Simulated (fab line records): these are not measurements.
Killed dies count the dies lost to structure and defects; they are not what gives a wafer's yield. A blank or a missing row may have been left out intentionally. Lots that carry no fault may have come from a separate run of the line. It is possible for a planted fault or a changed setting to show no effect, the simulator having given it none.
Chamber matching ; flow nand_harc ; NHARC_A_STAIRCASE_DEP_301 on pecvd-02: 3 sister chambers
The step deposits SiON, target thk 30 nm. 6 wafers are shown with their chamber, then 8 later ones without.

== WAFERS PAIRED WITH THEIR CHAMBERS ==
wafer;chamber;heater_power_w (W);heater_power_outer_w (W)
L080.3;2;909;539
L081.2;2;815;465
L081.6;0;842;480
L084.1;0;814;452
L084.6;1;709;413
L085.1;1;771;447

== WAFERS WITHOUT THEIR CHAMBER ==
wafer;heater_power_w (W);heater_power_outer_w (W)
L085.2;691;384
L085.5;720;418
L087.2;683;385
L087.3;774;470
L087.5;813;470
L090.2;900;527
L090.3;789;454
L090.4;763;458

== THE CHAMBER EACH PASSED THROUGH ==
wafer;from the rows above;in truth
L085.2;1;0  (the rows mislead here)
L085.5;1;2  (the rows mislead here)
L087.2;1;1
L087.3;can't be placed: 0 or 1 or 2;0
L087.5;can't be placed: 0 or 2 or 1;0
L090.2;can't be placed: 2 or 0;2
L090.3;can't be placed: 0 or 1 or 2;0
L090.4;can't be placed: 1 or 0 or 2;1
Correct placement for 1 of the 8. Can't be placed from these rows: 5 (the true chamber is among the candidates in 5). 2 placed wrongly.
How it was worked out, from the rows above alone: a wafer's distance from a chamber is the root of the sum, over the readings, of the square of ((its reading less the chamber's mean) divided by the reading's scatter). The wafer belongs to the nearest chamber; if the next one is less than 2 further off, it can't be placed. The mean given for a chamber averages the wafers shown for that chamber. How the scatter is found: for the shown wafers, subtract from each reading the mean of its chamber, square and add these, divide the total by (wafers less chambers), then take the root.
